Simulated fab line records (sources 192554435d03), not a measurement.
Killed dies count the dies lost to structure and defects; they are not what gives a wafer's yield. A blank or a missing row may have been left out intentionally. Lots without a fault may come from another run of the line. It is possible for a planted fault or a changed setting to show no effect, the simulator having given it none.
fab line records -- flow n5-finfet
record: lots: 4, wafers: 12, last-day: 18
route steps=1938 shown BEOL_M9@1417
lots that met no fault: taken from a fault-free run of the same line
start-h: start of the lot's first displayed wafer, in hours after the record's first day -- wait-h: hours elapsed since this lot's preceding step -- " as in the row above -- L1.1+2: one row covering several wafers at once -- - no value, or no start was given -- * or withheld: withheld -- < > ~ a bound
route shown NAME@n: a module of which the file shows steps, and the number in the route of the first -- usual: mean/standard deviation of fault-free wafers -- same: alike in all rows -- chamber/n: place in a boat -- sites: readings site by site -- _std_site: the values' standard deviation -- _edge_site: inner sites' mean taken away from outer sites' mean -- radius-mm: how far each site lies from the wafer's centre -- mask NAME#n: copy n -- behind: tool/chamber where the wafer was last shaped -- hold: why the lot went on hold/how many hours it stayed there/how the hold came to an end -- device: whichever transistor did not switch (one of n, p or np) -- end of line: tests of these same wafers at the route's end -- a step with no rows: only its recipe -- killed: dies lost to structure and defects at the first sort, not the wafer's yield -- map: per-die view of a wafer (x killed, . not killed, _ where there is no die)
set.NAME: setting as actually run; set.NAME@STEP: the setting as run at that earlier step -- model.NAME: the simulator's own value behind a step, which no gauge read
lots at selected steps of the route; one table per step, one row per wafer
services: from which hour (start-h, from the record's first day; less than 0 if before it) a tool's chamber was out of use, for how many hours, and why
== steps ==
step: N5_BEOL_M9_DESCUM_16
recipe: chemistry: O2, time-s: 7.9, source-power-w: 50, bias-power-w: 20, pressure-mtorr: 20, rf-frequency-hz: 2.712e+07, temp-c: 40, resist: CAR-ArF, o2-flow-sccm: 225
step: N5_BEOL_M9_ETCH_61
recipe: chemistry: CF4, target: SiARC, target-depth-a: 390, mask-material: CAR-ArF, time-s: 65, ion-energy-ev: 80, pressure-mtorr: 40, source-w: 545, bias-w: 36, Ar_flow_sccm: 100, cf4-flow-sccm: 100, ends: cleared
step: N5_BEOL_M9_ETCH_62
recipe: chemistry: N2/H2, target: SOC, target-depth-a: 1100, overetch-a: 220, mask-material: SiARC, temp-c: 40, time-s: 165, ion-energy-ev: 200, pressure-mtorr: 30, source-w: 840, bias-w: 150, n2-flow-sccm: 200, h2-flow-sccm: 200
step: N5_BEOL_M9_STRIP_68
recipe: chemistry: N2/H2, temp-c: 40, n2-flow-sccm: 200, h2-flow-sccm: 200, rf-frequency-hz: 6e+07
step: N5_BEOL_M9_STRIP_67
recipe: chemistry: CF4, resist: SiARC, power-w: 300, bias-power-w: 75, pressure-mtorr: 50, cf4-flow-sccm: 150, rf-frequency-hz: 6e+07
step: N5_BEOL_M9_HM_OPEN_17
recipe: chemistry: Cl2/BCl3, target-depth-a: 200, overetch-a: 60, target: TiN, mask-material: SOC, ion-energy-ev: 150, pressure-mtorr: 10, icp-w: 1000, bias-w: 126, Cl2_flow_sccm: 53.25, bcl3-flow-sccm: 21.75, Ar_flow_sccm: 25
step: N5_BEOL_M9_STRIP_19
recipe: chemistry: O2, power-w: 400, temp-c: 40, pressure-mtorr: 30, rf-frequency-hz: 6e+07, bias-power-w: 0, overash-fraction: 0.2, o2-flow-sccm: 225
step: N5_BEOL_M9_COAT_63
recipe: resist: SOC, temp-c: 250, time-s: 60, spin-rpm: 1500, resist-thk-nm: 60
step: N5_BEOL_M9_COAT_64
recipe: resist: SiARC, temp-c: 220, time-s: 60, spin-rpm: 1500, resist-thk-nm: 12
usual: heater-power-total-W: 427.7/2, spin-speed-rpm: 1500.1/0.95
lot.wafer,tool,chamber,start-h,wait-h,heater-power-total-W,spin-speed-rpm,model.SiARC_of_BEOL_M9_COAT_64.thk-nm
L523.2,litho-track-04,0,290.82,-,429.4,1499.8,12
L523.3,litho-track-04,0,290.82,-,424.2,1500.7,12
L523.5,litho-track-04,0,290.82,-,426.8,1499.4,12
L525.1,litho-track-04,0,324.93,-,425.8,1238.3,13.2
L525.3,litho-track-04,0,324.93,-,426.7,1238.2,13.2
L525.5,litho-track-04,0,324.93,-,427.8,1238.6,13.4
L532.4,litho-track-04,0,336.68,-,430.3,1236.8,13.2
L532.5,litho-track-04,0,336.68,-,430.2,1237.0,13.2
L532.6,litho-track-04,0,336.68,-,428.3,1236.6,13.2
L538.3,litho-track-05,0,367.25,-,428.3,1500.0,12
L538.5,litho-track-05,0,367.25,-,424.8,1499.5,12
L538.6,litho-track-05,0,367.25,-,429.7,1500.8,12
step: N5_BEOL_M9_COAT_75
recipe: resist: underlayer, temp-c: 205, time-s: 60, spin-rpm: 1500, resist-thk-nm: 5
step: N5_BEOL_M9_COAT_22
recipe: resist: CAR-EUV, spin-rpm: 1500, resist-thk-nm: 30
step: N5_BEOL_M9_EBR_24
recipe: solvent: PGMEA, ebr-width-mm: 1.5
step: N5_BEOL_M9_SOFTBAKE_23
recipe: temp-c: 110, time-s: 60, resist: CAR-EUV
step: N5_BEOL_M9_EXPOSE_25
recipe: mask-id: V8, na: 0.33, source-shape: annular, sigma-inner: 0.4, sigma-outer: 0.8, polarization: unpolarized, dose-mj: 37.25
step: N5_BEOL_M9_PEB_26
recipe: peb-temp-c: 100, peb-time-s: 60, resist: CAR-EUV
step: N5_BEOL_M9_DEVELOP_27
recipe: develop-time-s: 30, developer: TMAH, resist: CAR-EUV, rinse-liquid: surfactant-rinse, dry: air-spin, dev-temp-c: 23
step: N5_BEOL_M9_DESCUM_33
recipe: chemistry: O2, time-s: 7, source-power-w: 50, bias-power-w: 20, pressure-mtorr: 20, rf-frequency-hz: 2.712e+07, temp-c: 40, resist: CAR-EUV, o2-flow-sccm: 225
step: N5_BEOL_M9_ETCH_76
recipe: chemistry: N2/H2, target: underlayer, target-depth-a: 65, mask-material: CAR-EUV, time-s: 5.2, ion-energy-ev: 200, pressure-mtorr: 30, source-w: 840, bias-w: 150, n2-flow-sccm: 200, h2-flow-sccm: 200, ends: cleared
step: N5_BEOL_M9_ETCH_65
recipe: chemistry: CF4, target: SiARC, target-depth-a: 156, mask-material: CAR-EUV, time-s: 26, ion-energy-ev: 80, pressure-mtorr: 40, source-w: 545, bias-w: 36, Ar_flow_sccm: 100, cf4-flow-sccm: 100, ends: cleared
usual: drypump-motor-current-A: 5.7/0.38, etch-rf-on-time-s: 25.4/0.71, oes-product-au: 0.70/0.07, rf-fwd-power-W: 532.6/2.5, rf-vpp-V: 184.1/1.1, showerhead-plenum-p-Torr: 2.14/0.068, throttle-valve-pct: 15.47/0.18
lot.wafer,tool,chamber,start-h,wait-h,drypump-motor-current-A,etch-rf-on-time-s,oes-product-au,rf-fwd-power-W,rf-hours-counter-h,rf-vpp-V,showerhead-plenum-p-Torr,throttle-valve-pct,model.etch.depth-nm,model.CAR-EUV_of_BEOL_M9_COAT_22.thk-nm
L523.2,rie-diel-02,1,291.26,0.0,5.4,25.6,0.65,532.6,156,182.5,2.07,15.54,12.01,11.2
L523.3,rie-diel-02,2,291.26,0.0,5.7,25.9,0.64,532.5,171,181.2,1.97,15.65,12.01,11.2
L523.5,rie-diel-02,3,291.26,0.0,5.9,25.8,0.61,539.5,-,185.1,2.19,15.55,12.06,11.2
L525.1,rie-diel-06,0,325.53,0.0,6.2,27.9,0.65,533.3,131,183.0,2.13,15.46,13.3,10.2
L525.3,rie-diel-06,3,325.53,0.0,5.4,28.9,0.70,534.6,71,182.1,2.09,15.60,13.28,10.4
L525.5,rie-diel-06,0,325.53,0.0,6.2,28.2,0.65,534.7,-,184.5,2.14,15.44,13.35,10.2
L532.4,rie-diel-02,0,337.40,0.0,5.8,28.3,0.78,529.0,29,182.5,2.11,15.52,13.28,10.2
L532.5,rie-diel-02,0,337.40,0.0,5.8,28.2,0.80,530.8,-,182.9,2.11,15.52,13.25,10.2
L532.6,rie-diel-02,3,337.40,0.0,5.9,28.7,0.61,535.8,-,184.9,2.18,15.58,13.27,10.4
L538.3,rie-diel-06,3,368.13,0.0,5.4,26.0,0.69,538.8,85,185.2,2.08,15.64,11.95,11.2
L538.5,rie-diel-06,3,368.13,0.0,5.4,25.9,0.70,535.5,-,183.6,2.08,15.62,12.01,11.2
L538.6,rie-diel-06,0,368.13,0.0,6.2,25.6,0.64,536.0,-,185.0,2.13,15.49,12,11
step: N5_BEOL_M9_ETCH_66
recipe: chemistry: N2/H2, target: SOC, target-depth-a: 800, overetch-a: 160, mask-material: SiARC, temp-c: 40, time-s: 120, ion-energy-ev: 200, pressure-mtorr: 30, source-w: 840, bias-w: 150, n2-flow-sccm: 200, h2-flow-sccm: 200
usual: drypump-motor-current-A: 5.7/0.38, oes-product-au: 0.62/0.059, rf-fwd-power-W: 836.1/2.7, rf-vpp-V: 523.9/2.6, showerhead-plenum-p-Torr: 2.54/0.097, throttle-valve-pct: 17.64/0.24
lot.wafer,tool,chamber,start-h,wait-h,drypump-motor-current-A,oes-product-au,rf-fwd-power-W,rf-hours-counter-h,rf-vpp-V,showerhead-plenum-p-Torr,throttle-valve-pct,model.SiARC_of_BEOL_M9_COAT_64.thk-nm
L523.2,rie-diel-02,1,291.28,0.0,5.4,0.58,835.2,156,521.2,2.45,17.73,6.2
L523.3,rie-diel-02,2,291.28,0.0,5.7,0.57,828.5,171,518.4,2.31,17.69,6.4
L523.5,rie-diel-02,3,291.28,0.0,5.9,0.55,834.0,-,526.0,2.62,17.84,6.4
L525.1,rie-diel-06,0,325.56,0.0,6.2,0.58,835.7,131,523.8,2.52,17.40,7.8
L525.3,rie-diel-06,3,325.56,0.0,5.4,0.64,838.6,71,522.2,2.45,17.52,7.6
L525.5,rie-diel-06,0,325.56,0.0,6.3,0.58,834.3,-,524.3,2.52,17.41,7.8
L532.4,rie-diel-02,0,337.43,0.0,5.7,0.70,835.9,29,522.7,2.51,18.02,7.8
L532.5,rie-diel-02,0,337.43,0.0,5.8,0.70,836.8,-,522.6,2.51,18.03,7.8
L532.6,rie-diel-02,3,337.43,0.0,5.9,0.54,835.6,-,526.6,2.62,17.88,7.6
L538.3,rie-diel-06,3,368.16,0.0,5.4,0.62,838.7,85,522.3,2.45,17.56,6.2
L538.5,rie-diel-06,3,368.16,0.0,5.4,0.63,834.0,-,523.9,2.44,17.55,6.2
L538.6,rie-diel-06,0,368.16,0.0,6.3,0.57,835.8,-,523.5,2.51,17.41,6.4
step: N5_BEOL_M9_STRIP_69
recipe: chemistry: N2/H2, temp-c: 40, n2-flow-sccm: 200, h2-flow-sccm: 200, rf-frequency-hz: 6e+07
== services ==
tool,chamber,start-h,hours,kind
rie-diel-06,1,270.24,-,clean
rie-diel-06,1,270.24,-,consumable-replace:focus-ring
rie-diel-06,1,270.24,24.8,scheduled-down
rie-diel-06,1,270.24,24.8,vent-cycle
== key ==
first-sign: step: N5_BEOL_M9_COAT_64, reading: spin-speed-rpm, direction: down, sigmas: 99+, usual: *, struck: *
effect: step: N5_BEOL_M9_ETCH_65, reading: etch-rf-on-time-s, direction: up, sigmas: 4.2, usual: *, struck: *
model-effect: step: N5_BEOL_M9_COAT_64, value: SiARC_of_BEOL_M9_COAT_64.thk-nm, without: 12.03, struck: 13.23
model-effect: step: N5_BEOL_M9_ETCH_65, value: etch.depth-nm, without: 12.07, struck: 13.29
model-effect: step: N5_BEOL_M9_ETCH_66, value: SiARC_of_BEOL_M9_COAT_64.thk-nm, without: 6.533, struck: 7.733
met-at N5_BEOL_M9_COAT_64
struck-wafers L525.1,L525.3,L525.5,L532.4,L532.5,L532.6
onset-between 290.82 324.93
fault: kind: process-parameter-drift, tool: litho-track-04, chamber: -, onset-h: 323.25, steps: N5_BEOL_M9_COAT_64, channel: spin-rpm, offset: *, shape: step, end-h: 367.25, acts-in: *, stated: *
